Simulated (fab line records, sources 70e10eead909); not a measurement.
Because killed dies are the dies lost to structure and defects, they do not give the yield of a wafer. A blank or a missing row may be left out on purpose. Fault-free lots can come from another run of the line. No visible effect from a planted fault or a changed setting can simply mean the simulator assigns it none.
fab line records | flow nandHarc
[record] lots = 5 wafers = 15 lastDay = 33
route steps=1302 shown A_DECK1_JOINT@530
lots that met no fault: taken from a fault-free run of the same line
startH: hours from the record's first day to the start of the lot's first wafer shown | waitH: hours from the lot's prior step to this one | " unchanged from the row above | L1.1+2: one row covering several wafers at once | - no value present, or no start provided | * or withheld: withheld | < > ~ a bound
route shown NAME@n: NAME is a module with steps in the file, n the number in the route of the first one | usual: mean/standard deviation of fault-free wafers | same: alike in all rows | chamber/n: place in a boat | sites: the reading at each site | _std_site: standard deviation across them | _edge_site: inner sites' mean taken away from outer sites' mean | radiusMm: for every site, how far away it sits from the centre of the wafer | mask NAME#n: copy n | behind: tool/chamber where the wafer was last shaped | hold: what put the lot on hold/how long, in hours/how the hold closed | device: the transistor (n, p or np) that didn't switch | end of line: the tests these same wafers got at the end of their route | for a step that has no rows: nothing shown but its recipe | killed: the dies lost at the first sort to structure and to defects; this is not the yield of the wafer | map: dies across one wafer; x = killed, . = not, _ = none there
set.NAME: the run value of the setting; set.NAME@STEP: its run value at that earlier step | model.NAME: the simulator's own value behind a step, which no gauge read
certain route steps with their lots: each step a table, each wafer a row
services: when a tool's chamber went out of use (startH, in hours from the record's first day, below 0 if earlier), for how many hours, and the reason
[[steps]]
[step NHARC_A_DECK1_JOINT_ETCHBACK_00]
[recipe] targetDepthA = 300 timeS = 17.4 hbrFlowSccm = 150 rfW = 350 icpW = 350 biasW = 60 chemistry = HBr
[usual] drypumpMotorCurrentA = 5.7/0.41 oesProductAu = 1.001/0.01 throttleValvePct = 23.265/0.0089
// columns lot.wafer tool chamber startH waitH drypumpMotorCurrentA oesProductAu rfHoursCounterH throttleValvePct
L869.2 rieSi-04 0 246.14 0.1 5.6 1.009 0.4 23.257
L869.3 " 1 " " 5.3 0.992 0.4 23.263
L869.6 " 0 " " 5.6 1.004 - 23.261
L871.1 rieSi-04 3 270.11 0.1 5.5 1.024 0.5 23.261
L871.5 " 2 " " 6.0 0.996 - 23.269
L871.6 " 3 " " 5.5 1.010 - 23.262
L881.2 rieSi-02 1 364.36 0.1 6.2 1.017 0.5 23.281
L881.3 " 2 " " 6.5 1.004 0.6 23.260
L881.5 " 0 " " 5.6 0.999 - 23.266
L890.1 rieSi-04 0 462.03 0.1 5.6 1.006 0.8 23.260
L890.4 " 2 " " 6.0 0.990 0.8 23.281
L890.3 " 3 " " 5.6 0.987 0.8 23.264
L892.3 rieSi-02 0 471.70 0.1 5.6 0.995 0.1 23.261
L892.2 " 1 " " 6.2 1.010 0.1 23.272
L892.6 " 3 " " 6.2 1.010 - 23.271
[step NHARC_A_DECK1_JOINT_PRECLEAN_30]
[recipe] timeS = * tempC = 50 bathAgeMin = 0 chemistry = SC1
[step NHARC_A_DECK1_JOINT_SRD_31]
[step NHARC_A_DECK1_JOINT_CVD_34]
[recipe] targetThkA = 200 tempC = 700 pressureMtorr = 300 material = SiNx
[step NHARC_A_DECK1_JOINT_DEP_06]
[recipe] targetThkA = 800 tempC = 65 material = SiOx
[step NHARC_A_DECK1_JOINT_CURE_26]
[recipe] tempC = 150 timeS = 32 pressureAtm = 0.395
[step NHARC_A_DECK1_JOINT_ANNEAL_27]
[recipe] tempC = 400 timeS = 3600 idleTempC = 300 rampUpCPerMin = 10 densificationPH2oTorr = 640
[step NHARC_A_DECK1_JOINT_ANNEAL_28]
[recipe] tempC = 500 timeS = 1800 idleTempC = 400 rampUpCPerMin = 10 densificationPH2oTorr = 640
[step NHARC_A_DECK1_JOINT_ANNEAL_29]
[recipe] tempC = 750 timeS = 1800 idleTempC = 500 rampUpCPerMin = 10 rampDownCPerMin = 3
[step NHARC_A_DECK1_JOINT_CMP_02]
[recipe] material = SiOx
[usual] motorCurrentA = 11.3/0.99
// columns lot.wafer tool chamber startH waitH motorCurrentA
L869.3 cmp-02 0 270.03 0.4 11.1
L869.2 " 1 " " 10.8
L869.6 " 1 " " 10.3
L871.1 cmp-02 1 293.92 0.4 10.5
L871.6 " 1 " " 10.0
L871.5 " 2 " " 11.8
L881.3 cmp-02 1 385.23 0.4 9.7
L881.2 " 2 " " 12.2
L881.5 " 2 " " 12.2
L890.1 cmp-01 1 483.95 0.4 12.2
L890.4 " 3 " " 11.2
L890.3 " 0 " " 12.0
L892.2 cmp-01 0 494.08 0.4 12.0
L892.3 " 2 " " 11.0
L892.6 " 1 " " 12.4
[step NHARC_A_DECK1_JOINT_SRD_15]
[step NHARC_A_DECK1_JOINT_DEP_16]
[recipe] targetThkA = 450 tempC = 400 pressureTorr = 6.5 rfW = 900 teosFlowSccm = 161.4 flowSccm = 2650 targetThkNm = 45 gas = O2 material = SiO2
[usual] heaterPowerW = 559/110 throttleValvePct = 16.1/0.47
// columns lot.wafer tool chamber startH waitH heaterPowerW throttleValvePct
L869.3 pecvd-04 2 270.63 0.3 556 16.6
L869.2 " 0 " " 649 15.7
L869.6 " 1 " " 621 16.8
L871.1 pecvd-01 0 294.34 0.1 617 16.6
L871.5 " 2 " " 375 16.1
L871.6 " 1 " " 598 15.9
L881.3 pecvd-04 1 385.62 0.1 671 16.7
L881.2 " 0 " " 566 15.5
L881.5 " 0 " " 567 15.8
L890.1 pecvd-02 2 484.37 0.1 559 16.2
L890.3 " 0 " " 419 16.4
L890.4 " 0 " " 426 16.4
L892.3 pecvd-02 2 494.49 0.1 561 16.1
L892.2 " 0 " " 485 15.8
L892.6 " 1 " " 658 15.8
[step NHARC_A_DECK1_JOINT_THK_MEAS_17]
[recipe] thkMeasGauge = ellipsometry
[usual] thkNm = 44.9/1.1
// columns lot.wafer tool chamber startH waitH thkNm
L869.2 filmMetro-02 - 270.91 0.2 46.1
L869.3 " - " " 45.3
L869.6 " - " " 45.5
L871.1 filmMetro-01 - 294.59 0.2 44.1
L871.5 " - " " 45.7
L871.6 " - " " 43.9
L881.2 filmMetro-01 - 385.90 0.2 31.2
L881.3 " - " " 32.4
L881.5 " - " " 45.7
L890.1 filmMetro-01 - 484.62 0.2 45.7
L890.3 " - " " 43.3
L890.4 " - " " 44.0
L892.2 filmMetro-01 - 494.77 0.2 44.7
L892.3 " - " " 44.3
L892.6 " - " " 46.3
[step NHARC_A_DECK1_JOINT_INSPECT_05]
[usual] rawDefectCount = 301/100
// columns lot.wafer tool chamber startH waitH rawDefectCount
L869.2 defectInspect-02 - 270.95 0.0 224
L869.3 " - " " 266
L869.6 " - " " 316
L871.1 defectInspect-02 - 294.63 0.0 366
L871.5 " - " " 198
L871.6 " - " " 307
L881.2 defectInspect-02 - 385.93 0.0 257
L881.3 " - " " 352
L881.5 " - " " 246
L890.1 defectInspect-02 - 484.65 0.0 133
L890.3 " - " " 159
L890.4 " - " " 162
L892.2 defectInspect-02 - 494.81 0.0 372
L892.3 " - " " 176
L892.6 " - " " 426
[[services]]
// columns tool chamber startH hours kind
pecvd-02 - 227.49 13.0 pm
cmp-02 - 232.50 4.0 pm
rieSi-04 - 239.01 0.2 repair
pecvd-04 - 276.10 13.0 pm
rieSi-02 - 277.00 9.0 pm
cmp-01 - 283.50 4.0 pm
pecvd-04 - 302.30 1.9 repair
pecvd-04 - 315.63 1.8 repair
rieSi-04 0 319.88 4.3 repair
rieSi-04 0 326.49 1.5 repair
cmp-02 - 330.57 4.0 pm
rieSi-02 0 336.23 13.1 repair
pecvd-04 - 337.61 0.6 repair
rieSi-04 - 342.00 9.0 pm
cmp-02 - 349.59 0.7 repair
rieSi-02 0 367.75 8.3 repair
pecvd-04 - 371.44 1.2 repair
rieSi-04 1 374.49 5.6 repair
cmp-02 - 377.41 3.0 repair
cmp-01 - 381.52 4.0 pm
pecvd-02 - 409.01 13.0 pm
rieSi-02 - 416.65 0.4 repair
cmp-02 - 428.67 4.0 pm
cmp-01 - 434.98 1.7 repair
[[key]]
[firstSign] step = NHARC_A_DECK1_JOINT_THK_MEAS_17 reading = thkNm direction = down sigmas = 12 usual = 44.9 struck = 31.8
effect none on later readings
metAt NHARC_A_DECK1_JOINT_DEP_16
struckWafers L881.2,L881.3
testerLeftOut L881
onsetBetween 270.63 385.62
[fault] kind = processParameterDrift tool = pecvd-04 chamber = - onsetH = 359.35 steps = NHARC_A_DECK1_JOINT_DEP_16 channel = targetThkNm offset = -13.398 shape = step endH = 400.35 scope = struckWafersOnly actsIn = theseRecipesOnly stated = 45
// testerLeftOut: of these lots the tester's yield and bins aren't shown, on N5 and GAA mostly nor the transistor test; their killed dies are dies lost to structure and defects alone, not to doping, threshold or leakage, so they don't give the yield
